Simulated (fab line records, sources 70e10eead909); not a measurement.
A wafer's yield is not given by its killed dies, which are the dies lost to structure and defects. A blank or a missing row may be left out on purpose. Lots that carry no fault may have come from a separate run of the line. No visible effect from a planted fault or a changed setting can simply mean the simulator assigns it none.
Which tool was responsible?    flow nand-harc    12 lots with 35 wafers sampled at 3 steps, on a route of 1302 steps

== WHAT EACH GAUGE READ, for each wafer ==
NHARC_P_CONTACT_CD_MEAS_12: the cd target is 90 nm.
lot   measured      on         cd-nm (nm)
L948  day 5 20:56   cd-sem-03  90.1 89.5 89.6
L950  day 6 18:13   cd-sem-02  90.4 89.7 90.6
L951  day 7 09:19   cd-sem-01  89.3 89.5 89.9
L953  day 7 18:43   cd-sem-02  90.7 91.0 90.2
L955  day 8 16:24   cd-sem-03  89.5 89.2 89.6
L959  day 10 10:02  cd-sem-03  90.4 88.3
L961  day 11 02:56  cd-sem-03  89.7 89.2 87.3
L964  day 12 14:08  cd-sem-01  90.8 90.7 91.0
L967  day 13 18:27  cd-sem-03  89.8 89.0 89.6
L969  day 14 09:34  cd-sem-01  89.5 90.0 89.5
L970  day 15 02:04  cd-sem-01  90.1 90.1 89.9
L971  day 15 19:21  cd-sem-03  90.1 91.0 90.6

== WHAT TOOL EACH LOT RAN ON (gives the tool, then ch and the chambers of the sampled wafers, and finally the start) ==
lot   NHARC_P_CONTACT_CMP_01         NHARC_P_CONTACT_PEB_10
L948  cmp-04 ch 0,1,2, day 5 20:06   litho-track-06 ch 0, day 5 20:51
L950  cmp-04 ch 2,3, day 6 17:23     litho-track-06 ch 0, day 6 18:08
L951  cmp-03 ch 1,2, day 7 08:28     litho-track-04 ch 0, day 7 09:13
L953  cmp-01 ch 1,2,3, day 7 17:56   litho-track-06 ch 0, day 7 18:38
L955  cmp-01 ch 1,2,3, day 8 15:34   litho-track-04 ch 0, day 8 16:19
L959  cmp-04 ch 0,1, day 10 09:13    litho-track-06 ch 0, day 10 09:58
L961  cmp-01 ch 0,1,3, day 11 02:06  litho-track-06 ch 0, day 11 02:51
L964  cmp-04 ch 1,2, day 12 13:27    litho-track-01 ch 0, day 12 14:03
L967  cmp-03 ch 0,1,2, day 13 17:48  litho-track-01 ch 0, day 13 18:22
L969  cmp-03 ch 0,1,3, day 14 08:55  litho-track-04 ch 0, day 14 09:29
L970  cmp-04 ch 1,2, day 15 01:23    litho-track-04 ch 0, day 15 01:59
L971  cmp-03 ch 1,2,3, day 15 18:40  litho-track-04 ch 0, day 15 19:16
- NHARC_P_CONTACT_CMP_01: polishes SiO2, target thk 200 nm.
- NHARC_P_CONTACT_PEB_10: peb time 65 s.

== WHAT THE TOOLS THEMSELVES READ (means of the sampled wafers that have a number; where no wafer has one, the mark that the record gives instead) ==
NHARC_P_CONTACT_CMP_01.
lot   tool    edge-zone-pressure-frac  motor-current-A (A)
L948  cmp-04  0.997                    12.1
L950  cmp-04  0.997                    12.8
L951  cmp-03  0.997                    13.0
L953  cmp-01  1.000                    12.8
L955  cmp-01  1.000                    13.1
L959  cmp-04  1.008                    11.7
L961  cmp-01  1.000                    13.3
L964  cmp-04  1.000                    12.7
L967  cmp-03  1.003                    12.8
L969  cmp-03  1.001                    13.0
L970  cmp-04  0.996                    12.9
L971  cmp-03  0.997                    12.4

NHARC_P_CONTACT_PEB_10.
lot   tool            exhaust-pa (Pa)  heater-power-total-W (W)
L948  litho-track-06  44.9             156.8
L950  litho-track-06  46.1             156.6
L951  litho-track-04  45.3             156.8
L953  litho-track-06  45.3             157.0
L955  litho-track-04  45.8             156.5
L959  litho-track-06  44.8             158.8
L961  litho-track-06  44.9             158.4
L964  litho-track-01  45.5             156.8
L967  litho-track-01  45.2             156.5
L969  litho-track-04  44.4             156.7
L970  litho-track-04  44.8             156.8
L971  litho-track-04  45.2             156.6

== THE ANSWER, worked out from the rows above alone ==
Rule: what is usual is taken from the lots themselves. Put in order of their means at a reading, lots are off if they are a third of the lots or fewer, leave a main group of 4 or more, and stand apart from it by a gap of 3 or more times the standard deviation of the main group's means; of several such gaps the widest counts. Not used: any main group whose means are identical at the precision the tables above print for the reading. A lot without any number at a reading at which 4 lots or more have one is off too. Where the step has rows for the other lots, those lots are counted as sound. The gauges are gone through in route order, then the tools' own readings, and for those a lot's mean is taken as printed above. The first step at which some lot is off is used, and at that step the reading that is off furthest; a lot without a number counts as furthest.
Off: L959, L961 (NHARC_P_CONTACT_PEB_10, heater-power-total-W). Main group: mean 156.7 W, sd 0.15.
If a tool, at that step or one of the process steps before it, ran each lot that is off and ran no sound lot following the first of them, it fits. One fits: NHARC_P_CONTACT_PEB_10 on litho-track-06. A fault onset in the window from L953 (day 7 18:38, its last sound lot) to L959 (day 10 09:58, its first lot off) fits.
On the lots that are off, the tool's own readings at NHARC_P_CONTACT_PEB_10 differ by more than 5 times the standard deviation of the sound lots' means, which bears it out; heater-power-total-W reads 158.6 W there versus 156.7 W on the sound lots.

== WHAT THE SIMULATOR HAD INSERTED ==
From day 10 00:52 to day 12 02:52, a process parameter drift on litho-track-06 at NHARC_P_CONTACT_PEB_10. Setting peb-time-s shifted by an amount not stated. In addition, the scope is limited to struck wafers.
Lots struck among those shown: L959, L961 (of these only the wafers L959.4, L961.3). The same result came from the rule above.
